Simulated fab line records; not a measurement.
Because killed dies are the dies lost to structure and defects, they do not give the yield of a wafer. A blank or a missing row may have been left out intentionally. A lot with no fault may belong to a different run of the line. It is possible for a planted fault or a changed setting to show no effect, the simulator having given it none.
A struck lot beside a sound one + flow n5-finfet + 23 steps out of a route of 1938
Sound: the wafers L806.1, L806.2, L806.3. Struck: wafer L800.4 (left out: L800.1, a lot-mate that was not struck); the cause follows at the end.
Per side, at each step with rows, come the tool, then ch with its chambers, and then its first start. Under that, the readings that differ: sound wafers + struck wafers + difference of the means + sigmas: that difference in standard deviations of wafers without a fault.
alike: words and numbers the same on both sides, and readings whose means are apart by under 2 such deviations; not compared: readings that were withheld, readings missing a value for some wafer, numbers with overlapping values and no deviation given by the record, and bounds like >300 which may hide the same value.
A row with sigmas, a row that says differs or no value, or rows on one side alone: a step with any of these is where the two part. Numbers that have no deviation but don't overlap get no sigmas and don't part them. A reading missing from all wafers of one side parts the sides only when that side holds two or more wafers.

first, 11 steps without rows for these wafers: N5_WELL_APT_OXIDE_STRIP_42 (strips SiO2 in dHF, time 45 s, target depth 12 nm); N5_WELL_APT_PRECLEAN_36 (cleans in O3/DIW, time 45 s); N5_WELL_APT_PRECLEAN_39 (cleans in dHF, time 60 s); N5_WELL_APT_SRD_37 (time 30 s); N5_WELL_APT_EPI_41 (deposits Si from SiH4/H2, target thk 50 nm, time 297.7 s); N5_PMOS_HMC_CHANNEL_EPI_HM_DEP_34 (deposits SiO2 from TEOS/O2, target thk 36 nm, time 6.9 s); N5_PMOS_HMC_CHANNEL_EPI_COAT_31 (time 60 s, resist thk 66 nm); N5_PMOS_HMC_CHANNEL_EPI_COAT_03 (resist thk 205 nm); N5_PMOS_HMC_CHANNEL_EPI_EBR_05; N5_PMOS_HMC_CHANNEL_EPI_SOFTBAKE_04 (time 60 s); N5_PMOS_HMC_CHANNEL_EPI_EXPOSE_06 (exposes mask PMOS HMC BLK, target cd 240 nm).
N5_PMOS_HMC_CHANNEL_EPI_PEB_07: peb time 60 s.
  sound on litho-track-03 ch 0, day 5 05:12; struck on litho-track-02 ch 0, day 3 17:06
| reading                  | sound             | struck | difference | sigmas |
|--------------------------|-------------------|--------|------------|--------|
| heater-power-total-W (W) | 177.0 174.2 173.0 | 186.3  | +11.6      | +7     |
then, 1 step without rows for these wafers: N5_PMOS_HMC_CHANNEL_EPI_DEVELOP_08 (develop time 30 s).
N5_PMOS_HMC_CHANNEL_EPI_DESCUM_14: chemistry O2, time 7.9 s.
  sound on rie-diel-05 ch 0,1,2, day 5 05:22; struck on rie-diel-03 ch 2, day 3 17:25
| reading                               | sound             | struck | difference | sigmas |
|---------------------------------------|-------------------|--------|------------|--------|
| model.PMOS_HMC_CHANNEL_EPI.cd-nm (nm) | 236.9 237.9 237.5 | 234.5  | -2.9       |        |
  alike: drypump-motor-current-A, oes-product-au, rf-vpp-V, showerhead-plenum-p-Torr, throttle-valve-pct
  not compared: rf-hours-counter-h
then, 5 steps without rows for these wafers: N5_PMOS_HMC_CHANNEL_EPI_ETCH_32 (etches BARC in N2/H2, stops on SiO2, target depth 85.8 nm, time 50.3 s); N5_PMOS_HMC_CHANNEL_EPI_HM_OPEN_15 (chemistry CHF3/O2, target SiO2, target depth 40.6 nm, time 20.3 s); N5_PMOS_HMC_CHANNEL_EPI_STRIP_33 (strips in N2/H2); N5_PMOS_HMC_CHANNEL_EPI_STRIP_17 (strips in SPM, time 750 s); N5_PMOS_HMC_CHANNEL_EPI_ETCH_38 (etches SiO2 in CF4, target depth 1.5 nm).
N5_PMOS_HMC_CHANNEL_EPI_FIN_RECESS_16: chemistry HBr/Cl2, target Si, target depth 54 nm, time 18 s.
  sound on rie-si-04 ch 1,2,3, day 5 05:49; struck on rie-si-04 ch 0, day 3 18:07
| reading                               | sound             | struck | difference | sigmas |
|---------------------------------------|-------------------|--------|------------|--------|
| model.PMOS_HMC_CHANNEL_EPI.cd-nm (nm) | 238.1 239.5 241.2 | 236.1  | -3.5       |        |
  alike: drypump-motor-current-A, oes-product-au, throttle-valve-pct
  not compared: rf-hours-counter-h
then, 1 step without rows for these wafers: N5_PMOS_HMC_CHANNEL_EPI_PRECLEAN_36 (cleans in O3/DIW, time 45 s).
-- a jump in the record: the struck wafers' starts before and after are 6 days apart (it breaks off in module PMOS_HMC_CHANNEL_EPI and resumes in module BEOL_M4, where the first step shown is number 1111 of the route) --
N5_BEOL_M4_RC_MEAS_101:
  sound on prober-01 ch 0, day 11 01:53; struck on prober-02 ch 0, day 9 23:50
  alike: DIBL_N, DIBL_P, IOFF_N, IOFF_P, ION_N, ION_P, SS_N, SS_P, VT_N, VT_P
N5_PASSIVATION_PROBE_49:
  the record has rows for the sound wafers here (prober-02, day 15 14:47) and none for the struck ones

## WHERE THEY PART
First at N5_PMOS_HMC_CHANNEL_EPI_PEB_07; last, within this record, at N5_PASSIVATION_PROBE_49.

WHY: what had been put in by the simulator
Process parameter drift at N5_PMOS_HMC_CHANNEL_EPI_PEB_07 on litho-track-02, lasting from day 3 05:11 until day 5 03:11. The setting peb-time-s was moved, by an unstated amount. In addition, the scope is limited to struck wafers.
